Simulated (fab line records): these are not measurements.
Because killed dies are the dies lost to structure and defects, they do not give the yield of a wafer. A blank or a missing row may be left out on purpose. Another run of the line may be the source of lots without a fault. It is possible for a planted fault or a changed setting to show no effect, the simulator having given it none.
A lot that was struck, set against a sound lot -- flow nand harc -- 13 steps out of a route of 1302
Sound: wafers L913.2, L913.3, L913.5. Wafers struck: L922.1, L922.4, L922.5. The cause comes at the end.
Each step with rows lists, per side, the tool, then ch with its chambers, then its first start. Under that, the readings that differ: sound wafers -- struck wafers -- difference of the means -- sigmas: that difference in standard deviations of wafers without a fault.
alike: same words and numbers on both sides, and readings whose means sit less than 2 such deviations apart. not compared: any withheld reading, any reading some wafer has no value for, any bound like >300 that may hide the same value, and any number with overlapping values for which the record gives no deviation.
The two part at a step that has a row with sigmas, a row that says differs or no value, or rows on one side only. When numbers do not overlap yet have no deviation, they are printed without sigmas and do not part them. Lack of a reading on every wafer of one side parts them only where that side has two or more wafers.

NHARC_P_START_INSPECT_01:
  sound on defect inspect-01 at day 3 12:02; struck on defect inspect-02 at day 7 06:02
  alike: raw defect count
then, 10 steps without rows for these wafers: NHARC_P_ZERO_WELL_PRECLEAN_00 (cleans in SPM, time 600 s); NHARC_P_ZERO_WELL_SRD_01; NHARC_P_ZERO_WELL_PECVD_02 (deposits SiO2, target thk 10 nm); NHARC_P_ZERO_WELL_DEHYDRATE_03 (time 120 s); NHARC_P_ZERO_WELL_HMDS_04 (time 30 s); NHARC_P_ZERO_WELL_COAT_64 (time 65 s); NHARC_P_ZERO_WELL_COAT_05 (resist thk 600 nm); NHARC_P_ZERO_WELL_SOFTBAKE_06 (time 70 s); NHARC_P_ZERO_WELL_EBR_07; NHARC_P_ZERO_WELL_EXPOSE_08 (exposes mask P ZERO, target cd 500 nm).
NHARC_P_ZERO_WELL_PEB_09: peb time 80 s.
  sound on litho track-05 ch 0, day 3 13:09; struck on litho track-07, day 7 07:10
  no value came back on the struck wafers for chill plate temp C (C), exhaust pa (Pa); on the sound wafers chill plate temp C (C) reads 23.15 23.09 23.04
then, 1 step without rows for these wafers: NHARC_P_ZERO_WELL_DEVELOP_10 (time 50 s).

WHERE THEY PART
At NHARC_P_ZERO_WELL_PEB_09 and nowhere else, as far as this record goes.

WHY: what the simulator had put in
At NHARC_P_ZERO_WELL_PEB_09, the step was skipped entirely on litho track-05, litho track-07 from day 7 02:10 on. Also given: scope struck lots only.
